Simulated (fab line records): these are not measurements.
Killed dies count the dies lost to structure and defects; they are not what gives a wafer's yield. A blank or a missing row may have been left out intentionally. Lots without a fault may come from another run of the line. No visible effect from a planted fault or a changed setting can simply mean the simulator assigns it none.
Which tool was responsible?	flow n5-finfet	18 wafers from 6 lots sampled at 9 of the route's 1938 steps

WHAT THE GAUGES SHOWED, per wafer
N5_BEOL_M4_RC_MEAS_101. Usual: DIBL_N 36.6 mV/V, standard deviation 1.1; DIBL_P 36.8 mV/V, standard deviation 1.6; IOFF_N 0.169 nA/um, standard deviation 0.024; IOFF_P 0.206 nA/um, standard deviation 0.028; ION_N 679 uA/um, standard deviation 9.2; ION_P 462 uA/um, standard deviation 7; SS_N 71.6 mV/dec, standard deviation 0.57; SS_P 73.3 mV/dec, standard deviation 0.57; VT_N 248.8 mV, standard deviation 2.4; VT_P -251 mV, standard deviation 3.
lot	measured	on	DIBL_N (mV/V)	DIBL_P (mV/V)	IOFF_N (nA/um)	IOFF_P (nA/um)	ION_N (uA/um)	ION_P (uA/um)	SS_N (mV/dec)	SS_P (mV/dec)	VT_N (mV)	VT_P (mV)	flag
L871	day 10 13:31	prober-02	36.5 36.4 37.8	39.0 39.1 39.4	0.202 0.185 0.219	0.228 0.222 0.236	691 682 681	468 463 461	72.6 72.5 72.2	74.4 73.7 74.2	246.6 250.5 246.0	-251 -251 -254	
L879	day 12 01:35	prober-02	37.6 38.2 37.5	37.7 38.5 37.5	0.163 0.178 0.157	0.228 0.236 0.213	664 679 682	462 469 466	72.5 71.9 71.6	73.2 73.2 73.4	249.0 251.6 249.4	-248 -249 -248	
L882	day 12 14:08	prober-02	35.7 34.5 37.8	36.9 35.6 39.1	0.147 0.123 0.188	0.177 0.160 0.206	676 658 668	460 450 453	71.2 70.6 71.7	73.3 73.3 73.9	253.7 254.6 247.8	-254 -257 -254	
L884	day 13 11:52	prober-02	37.6 38.0 36.0	36.6 37.1 34.8	0.173 0.187 0.149	0.171 0.183 0.158	673 680 673	447 453 451	71.0 72.1 71.1	73.9 73.8 73.6	248.9 248.6 251.8	-255 -259 -258	
L885	day 13 16:56	prober-01	36.6 38.3 38.3	36.3 37.9 38.0	0.168 0.202 0.201	0.195 0.221 0.219	676 680 678	460 467 461	71.5 71.9 72.1	73.1 73.3 73.6	247.7 247.3 246.5	-249 -250 -249	
L888	day 15 03:05	prober-02	35.1 35.8 36.7	35.8 37.0 37.9	0.150 0.165 0.179	0.162 0.175 0.186	672 675 685	450 447 456	71.7 71.1 71.0	73.1 73.6 74.1	249.1 247.9 247.0	-257 -255 -256	

N5_BEOL_M6_CD_MEAS_28: the cd target is 40 nm. Usual: cd-nm at 39.99 nm, with a standard deviation of 0.24.
lot	measured	on	cd-nm (nm)	flag
L871	day 11 05:47	cd-sem-01	39.79 39.48 39.79	
L879	day 13 05:28	cd-sem-02	40.06 39.69 39.50	
L882	day 13 10:27	cd-sem-03	40.36 39.87 40.67	
L884	day 14 05:04	cd-sem-02	40.20 40.28 39.88	
L885	day 14 11:41	cd-sem-02	40.11 40.54 39.57	
L888	day 15 23:58	cd-sem-01	40.14 39.95 40.15	

N5_BEOL_M6_OCD_MEAS_38. Usual: trench-depth-nm at 94.8 nm, with a standard deviation of 1.3.
lot	measured	on	trench-depth-nm (nm)	flag
L871	day 11 06:37	ocd-02	95.6 93.3 93.7	
L879	day 13 06:01	ocd-01	94.8 93.7 94.0	
L882	day 13 11:26	ocd-02	94.8 92.8 65.8	OFF
L884	day 14 05:41	ocd-01	65.7 93.4 95.6	OFF
L885	day 14 12:14	ocd-01	97.1 92.8 93.3	
L888	day 16 00:31	ocd-01	95.9 93.2 93.5	

N5_BEOL_M6_THK_MEAS_53: measures by xrf. Usual: M6_THK 81.6 nm, standard deviation 1.7.
lot	measured	on	M6_THK (nm)	flag
L871	day 11 10:23	film-metro-01	84.4 82.7 82.9	
L879	day 13 09:29	film-metro-01	84.0 82.9 83.8	
L882	day 13 13:30	film-metro-02	80.3 78.1 49.9	OFF
L884	day 14 08:19	film-metro-01	51.4 80.1 83.3	OFF
L885	day 14 15:37	film-metro-02	82.1 79.7 78.6	
L888	day 16 03:03	film-metro-02	82.5 79.0 79.6	

N5_BEOL_M6_RS_MEAS_57: measures by four-point-probe. Usual: M6_RS 0.283 ohm/sq, standard deviation 0.0066.
lot	measured	on	M6_RS (ohm/sq)	flag
L871	day 11 10:31	film-metro-02	0.276 0.282 0.281	
L879	day 13 09:38	film-metro-02	0.276 0.281 0.277	
L882	day 13 13:40	film-metro-01	0.290 0.298 0.513	OFF
L884	day 14 08:27	film-metro-02	0.496 0.290 0.276	OFF
L885	day 14 15:45	film-metro-01	0.279 0.289 0.293	
L888	day 16 03:11	film-metro-02	0.281 0.295 0.293	

N5_BEOL_M15_RC_MEAS_101. Usual: COMB_M10 1.55e-11 S/m, standard deviation 2.7e-12; COMB_M11 1.48e-11 S/m, standard deviation 2.8e-12; COMB_M12 6.4e-12 S/m, standard deviation 1.3e-12; COMB_M13 5.1e-12 S/m, standard deviation 9.3e-13; COMB_M14 4e-12 S/m, standard deviation 6.5e-13; COMB_M15 2.9e-12 S/m, standard deviation 5.8e-13; COMB_M5 3.6e-11 S/m, standard deviation 8e-12; COMB_M7 2.5e-11 S/m, standard deviation 5.1e-12; COMB_M8 2.6e-11 S/m, standard deviation 5.4e-12; COMB_M9 1.46e-11 S/m, standard deviation 2.9e-12; COMB_M9_max_site 2.1e-11 S/m, standard deviation 5.1e-12; SERP_M10 3.04 ohm/um, standard deviation 0.068; SERP_M11 3.06 ohm/um, standard deviation 0.067; SERP_M11_max_site 3.15 ohm/um, standard deviation 0.082; SERP_M12 0.630 ohm/um, standard deviation 0.013; SERP_M13 0.311 ohm/um, standard deviation 0.0051; SERP_M13_max_site 0.314 ohm/um, standard deviation 0.0052; SERP_M14 0.1598 ohm/um, standard deviation 0.003; SERP_M14_max_site 0.162 ohm/um, standard deviation 0.0031; SERP_M5 39.1 ohm/um, standard deviation 1.5; SERP_M6 13.6 ohm/um, standard deviation 0.39; SERP_M6_max_site 14.1 ohm/um, standard deviation 0.46; SERP_M7 13.7 ohm/um, standard deviation 0.49; SERP_M8 13.6 ohm/um, standard deviation 0.42; SERP_M9 3.08 ohm/um, standard deviation 0.066; SERP_M9_max_site 3.17 ohm/um, standard deviation 0.087.
lot	measured	on	COMB_M10 (S/m)	COMB_M11 (S/m)	COMB_M12 (S/m)	COMB_M13 (S/m)	COMB_M14 (S/m)	COMB_M15 (S/m)	COMB_M5 (S/m)	COMB_M7 (S/m)	COMB_M8 (S/m)	COMB_M9 (S/m)	COMB_M9_max_site (S/m)	SERP_M10 (ohm/um)	SERP_M11 (ohm/um)	SERP_M11_max_site (ohm/um)	SERP_M12 (ohm/um)	SERP_M13 (ohm/um)	SERP_M13_max_site (ohm/um)	SERP_M14 (ohm/um)	SERP_M14_max_site (ohm/um)	SERP_M5 (ohm/um)	SERP_M6 (ohm/um)	SERP_M6_max_site (ohm/um)	SERP_M7 (ohm/um)	SERP_M8 (ohm/um)	SERP_M9 (ohm/um)	SERP_M9_max_site (ohm/um)	flag
L871	day 14 12:32	prober-01	1.49e-11 1.47e-11 1.37e-11	1.76e-11 1.51e-11 2.3e-11	7.2e-12 5.6e-12 5.8e-12	6.3e-12 5.6e-12 6.7e-12	4.4e-12 4.5e-12 3.5e-12	3.6e-12 3e-12 3.4e-12	2.7e-11 3.8e-11 2.5e-11	1.9e-11 2e-11 2e-11	2.1e-11 2.6e-11 2.3e-11	1.14e-11 1.57e-11 1.76e-11	1.5e-11 2.4e-11 2.5e-11	2.97 2.99 3.08	3.06 3.11 3.11	3.11 3.21 3.23	0.615 0.644 0.625	0.313 0.310 0.311	0.317 0.313 0.314	0.1618 0.1596 0.1576	0.164 0.161 0.160	40.4 40.0 39.7	13.5 13.5 13.7	14.1 13.9 14.5	13.8 13.6 14.0	14.0 12.8 13.5	3.10 3.05 3.11	3.21 3.23 3.17	
L879	day 16 01:16	prober-02	8.5e-12 1.47e-11 1.49e-11	1.75e-11 1.35e-11 1.56e-11	5.7e-12 4.9e-12 5.2e-12	4.3e-12 6.4e-12 5.1e-12	4.7e-12 4.3e-12 3.7e-12	3.2e-12 2.8e-12 2.3e-12	4.3e-11 3e-11 2.8e-11	3.9e-11 2.6e-11 4.3e-11	1.6e-11 2.5e-11 2.7e-11	1.45e-11 1.81e-11 1.26e-11	2e-11 2.5e-11 1.9e-11	3.02 3.03 3.11	2.98 3.12 3.00	3.06 3.21 3.08	0.640 0.638 0.638	0.308 0.315 0.315	0.312 0.318 0.320	0.1602 0.1600 0.1557	0.163 0.161 0.158	37.0 37.6 40.3	13.3 13.5 13.3	13.6 14.1 13.6	13.6 14.2 14.5	13.4 13.9 13.5	3.15 3.06 3.09	3.31 3.18 3.25	
L882	day 16 07:06	prober-02	1.94e-11 1.27e-11 1.71e-11	1.14e-11 1.36e-11 1.06e-11	6.7e-12 5.1e-12 6.4e-12	3.5e-12 3.6e-12 5.3e-12	3.6e-12 2.8e-12 3.6e-12	2.9e-12 3e-12 2.5e-12	5.1e-11 4.4e-11 2.9e-11	2.9e-11 3.2e-11 2.5e-11	3.2e-11 2.5e-11 1.7e-11	1.7e-11 1.35e-11 1.2e-11	2.7e-11 1.7e-11 2.2e-11	3.10 3.07 3.02	3.21 3.22 3.18	3.30 3.36 3.22	0.610 0.637 0.604	0.309 0.315 0.310	0.313 0.319 0.313	0.1581 0.1571 0.1618	0.160 0.160 0.163	38.2 37.7 38.3	13.4 14.0 22.9	13.9 14.6 23.9	14.0 14.3 13.1	13.3 13.8 13.6	2.98 2.94 2.99	3.03 2.94 3.06	OFF
L884	day 17 14:49	prober-01	1.67e-11 1.75e-11 1.3e-11	1.28e-11 1.51e-11 1.57e-11	6.4e-12 4.5e-12 6.9e-12	4.7e-12 4.3e-12 5.5e-12	3.6e-12 4.4e-12 4.6e-12	2.1e-12 2.9e-12 2.8e-12	4e-11 3.4e-11 3.5e-11	2.5e-11 3.6e-11 2.6e-11	1.9e-11 1.8e-11 3.2e-11	1.59e-11 1.76e-11 1.27e-11	2.2e-11 2.5e-11 2.7e-11	3.18 3.16 3.11	3.14 3.00 2.98	3.22 3.10 3.12	0.607 0.613 0.617	0.305 0.305 0.305	0.309 0.306 0.309	0.1592 0.1542 0.1586	0.161 0.155 0.161	38.6 38.0 38.8	22.2 13.7 12.5	23.9 14.1 12.8	13.8 13.6 13.5	13.2 14.1 13.1	3.07 3.21 3.14	3.27 3.22 3.20	OFF
L885	day 17 14:35	prober-02	1.25e-11 1.41e-11 1.55e-11	1.31e-11 1.36e-11 1.36e-11	8.2e-12 5e-12 8.5e-12	6.6e-12 5.8e-12 6.6e-12	5.2e-12 4.5e-12 4.2e-12	2.4e-12 3.3e-12 2.2e-12	2.9e-11 3.3e-11 2.9e-11	1.9e-11 1.8e-11 1.9e-11	2.7e-11 2.5e-11 2.2e-11	1.09e-11 1.4e-11 1.38e-11	1.4e-11 2.1e-11 2e-11	3.11 3.08 3.07	3.05 3.07 3.06	3.16 3.16 3.12	0.634 0.631 0.642	0.309 0.310 0.315	0.311 0.315 0.317	0.1589 0.1596 0.1613	0.163 0.162 0.162	37.1 37.2 37.5	13.1 13.2 13.9	13.7 13.8 14.5	14.1 13.3 13.9	14.3 13.3 13.5	3.14 3.14 3.13	3.19 3.20 3.20	
L888	day 18 19:25	prober-01	1.48e-11 1.15e-11 1.64e-11	1.6e-11 1.45e-11 1.74e-11	4.7e-12 5.2e-12 5e-12	6.9e-12 6.2e-12 5e-12	4.4e-12 3.4e-12 3.4e-12	2.3e-12 2.2e-12 2.4e-12	4.1e-11 2.6e-11 4.4e-11	2.6e-11 3.6e-11 2.3e-11	3.4e-11 3.5e-11 2.7e-11	1.09e-11 1.23e-11 1.45e-11	1.4e-11 1.7e-11 2e-11	3.02 3.03 3.03	3.08 3.04 2.99	3.14 3.15 3.07	0.625 0.626 0.629	0.318 0.317 0.320	0.322 0.321 0.324	0.1589 0.1594 0.1564	0.160 0.160 0.158	38.7 37.8 38.3	13.2 13.4 13.6	13.5 14.1 14.0	13.5 14.0 14.0	13.5 13.2 13.4	2.99 2.97 2.94	3.14 3.01 3.01	

EACH LOT AND THE TOOL THAT RAN IT (in order: tool; ch and the chambers of the sampled wafers; start)
lot	N5_BEOL_M6_VIA_ETCH_34	N5_BEOL_M6_TRENCH_ETCH_37	N5_BEOL_M6_STRIP_80
L871	rie-diel-03 ch 0,2,3, day 11 06:22	rie-diel-03 ch 0,2,3, day 11 06:27	rie-diel-03 ch 0,2,3, day 11 06:37 or earlier
L879	rie-diel-03 ch 0,3, day 13 05:47	rie-diel-03 ch 0,3, day 13 05:52	rie-diel-03 ch 0,3, day 13 06:01 or earlier
L882	rie-diel-03 ch 0,1,3, day 13 11:11	rie-diel-03 ch 0,1,3, day 13 11:16	rie-diel-03 ch 0,1,3, day 13 11:26 or earlier
L884	rie-diel-03 ch 0,1,3, day 14 05:26	rie-diel-03 ch 0,1,3, day 14 05:32	rie-diel-03 ch 0,1,3, day 14 05:41 or earlier
L885	rie-diel-04 ch 0,3, day 14 11:59	rie-diel-04 ch 0,3, day 14 12:05	rie-diel-04 ch 0,3, day 14 12:14 or earlier
L888	rie-diel-04 ch 0,2,3, day 16 00:16	rie-diel-04 ch 0,2,3, day 16 00:22	rie-diel-04 ch 0,2,3, day 16 00:31 or earlier
- N5_BEOL_M6_VIA_ETCH_34: etches SiCOH lowk in C4F6/O2, target depth 126.3 nm, time 50.9 s.
- N5_BEOL_M6_TRENCH_ETCH_37: etches SiCOH lowk in C4F6/O2, target depth 94.435 nm, time 31.5 s.
- N5_BEOL_M6_STRIP_80: strips in N2/H2, time 10 s.

WHAT THE TOOLS THEMSELVES READ (means of the sampled wafers that have a number; where no wafer has one, the mark that the record gives instead)
N5_BEOL_M6_VIA_ETCH_34. Usual: bias-w 185.0 W, standard deviation 0.59; drypump-motor-current-A 5.6 A, standard deviation 0.54; oes-product-au 0.81 a.u., standard deviation 0.077; rf-fwd-power-W 340.7 W, standard deviation 1.4; rf-vpp-V 667 V, standard deviation 6.5; showerhead-plenum-p-Torr 2.89 Torr, standard deviation 0.11; throttle-valve-pct 20.87 %, standard deviation 0.22.
lot	tool	bias-w (W)	drypump-motor-current-A (A)	oes-product-au (a.u.)	rf-fwd-power-W (W)	rf-vpp-V (V)	showerhead-plenum-p-Torr (Torr)	throttle-valve-pct (%)	flag
L871	rie-diel-03	184.7	5.2	0.78	339.9	665	2.81	20.94	
L879	rie-diel-03	184.6	5.0	0.76	342.0	666	2.87	21.01	
L882	rie-diel-03	185.2	5.6	0.80	340.9	670	2.89	20.90	
L884	rie-diel-03	185.0	5.6	0.79	341.4	669	2.89	20.91	
L885	rie-diel-04	185.2	5.5	0.84	340.3	677	2.84	20.91	
L888	rie-diel-04	185.2	5.8	0.80	340.8	668	2.87	20.89	

N5_BEOL_M6_TRENCH_ETCH_37. Usual: bias-w 185.0 W, standard deviation 0.54; drypump-motor-current-A 5.6 A, standard deviation 0.54; oes-product-au 0.81 a.u., standard deviation 0.077; rf-fwd-power-W 339.5 W, standard deviation 1.7; rf-vpp-V 668 V, standard deviation 6.5; showerhead-plenum-p-Torr 2.89 Torr, standard deviation 0.11; throttle-valve-pct 20.90 %, standard deviation 0.22.
lot	tool	bias-w (W)	drypump-motor-current-A (A)	oes-product-au (a.u.)	rf-fwd-power-W (W)	rf-vpp-V (V)	showerhead-plenum-p-Torr (Torr)	throttle-valve-pct (%)	flag
L871	rie-diel-03	185.0	5.2	0.78	338.5	665	2.81	20.97	
L879	rie-diel-03	185.6	5.1	0.77	340.3	667	2.87	21.05	
L882	rie-diel-03	185.1	5.6	0.75	338.2	667	2.89	20.91	
L884	rie-diel-03	184.7	5.6	0.74	340.1	668	2.89	20.93	
L885	rie-diel-04	184.8	5.6	0.83	339.0	677	2.84	20.92	
L888	rie-diel-04	184.3	5.8	0.80	339.7	668	2.87	20.90	

N5_BEOL_M6_STRIP_80. Usual: drypump-motor-current-A 5.6 A, standard deviation 0.54; oes-product-au 0.81 a.u., standard deviation 0.076; rf-vpp-V 59.3 V, standard deviation 0.83; showerhead-plenum-p-Torr 2.58 Torr, standard deviation 0.1; throttle-valve-pct 23.65 %, standard deviation 0.28.
lot	tool	drypump-motor-current-A (A)	oes-product-au (a.u.)	rf-vpp-V (V)	showerhead-plenum-p-Torr (Torr)	throttle-valve-pct (%)	flag
L871	rie-diel-03	5.2	0.78	58.8	2.50	23.75	
L879	rie-diel-03	5.1	0.76	59.2	2.56	23.83	
L882	rie-diel-03	5.6	0.80	59.4	2.58	23.70	
L884	rie-diel-03	5.6	0.79	59.5	2.58	23.71	
L885	rie-diel-04	5.6	0.84	58.7	2.54	23.64	
L888	rie-diel-04	5.8	0.80	58.6	2.55	23.58	

THE ANSWER, worked out from the rows above alone
Rule: take the mean of a lot's wafers that have a number; if it is more than 3 standard deviations from the usual mean, the lot is off. Also off: a lot with no number at a reading for which 4 or more lots have one. The other lots that the step has rows for count as sound. Order of review: gauges by route order, followed by the tools' own readings, for which a lot's mean as printed above is used. The first step at which some lot is off is used, and at that step the reading that is off furthest; a lot without a number counts as furthest.
Off: L882, L884, at N5_BEOL_M6_OCD_MEAS_38 (trench-depth-nm).
If a tool, at a process step before that reading, ran all the lots that are off and no sound lot after the first of them, it fits. Not tried: the gauges at N5_BEOL_M6_OCD_MEAS_38; whatever is off there is also off at N5_BEOL_M6_THK_MEAS_53, on other tools, and gauge error can't account for it. N5_BEOL_M6_STRIP_80: start missing for some lots; hours and lot order therefore follow N5_BEOL_M6_OCD_MEAS_38. One fits: N5_BEOL_M6_VIA_ETCH_34 and N5_BEOL_M6_TRENCH_ETCH_37 and N5_BEOL_M6_STRIP_80 on rie-diel-03. At N5_BEOL_M6_VIA_ETCH_34 its last sound lot is L879 (day 13 05:47), its first lot that is off L882 (day 13 11:11): a fault that began between those two fits.

WHAT THE SIMULATOR HAD PUT IN
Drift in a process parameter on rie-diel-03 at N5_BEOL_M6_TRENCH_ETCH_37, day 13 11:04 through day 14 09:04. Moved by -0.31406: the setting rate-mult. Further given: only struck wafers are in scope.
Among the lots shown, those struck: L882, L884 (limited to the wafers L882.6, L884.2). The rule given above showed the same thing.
